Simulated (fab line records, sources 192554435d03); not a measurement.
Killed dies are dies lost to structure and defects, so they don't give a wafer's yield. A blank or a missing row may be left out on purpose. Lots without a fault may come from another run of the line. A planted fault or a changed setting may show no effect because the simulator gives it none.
Chamber matching | flow n5_finfet | N5_WELL_APT_DESCUM_30 on rie_diel-02: 4 sister chambers
The step chemistry O2, time 7.9 s. 4 wafers are shown with their chamber, then 8 later ones without.

WAFERS WITH THEIR CHAMBER
wafer  | chamber | throttle_valve_pct (%)
L078.1 | 2       | 20.17
L086.5 | 3       | 20.85
L088.5 | 1       | 20.60
L091.2 | 0       | 20.40

WAFERS WITHOUT THEIR CHAMBER
wafer  | throttle_valve_pct (%)
L091.3 | 20.21
L091.6 | 20.40
L093.1 | 20.41
L093.2 | 20.87
L093.5 | 20.63
L095.1 | 20.24
L095.3 | 20.64
L095.6 | 20.40

WHICH CHAMBER EACH WENT THROUGH
wafer  | from the rows above | in truth
L091.3 | 2                   | 2
L091.6 | 0                   | 0
L093.1 | 0                   | 0
L093.2 | 3                   | 3
L093.5 | 1                   | 1
L095.1 | 2                   | 2
L095.3 | 1                   | 1
L095.6 | 0                   | 0
Placed correctly: 8 of 8. Can't be placed from these rows: 0. Placed wrongly: 0.
How it was worked out, from the rows above alone: a wafer's distance from a chamber is the root of the sum, over the readings, of the square of ((its reading less the chamber's mean) divided by the reading's scatter). The wafer belongs to the nearest chamber; if the next one is less than 2 further off, it can't be placed. A chamber's mean is the mean of its shown wafers. The scatter: with one shown wafer a chamber, the root of the mean of the squares of how far each hidden wafer lies from its nearest shown one.
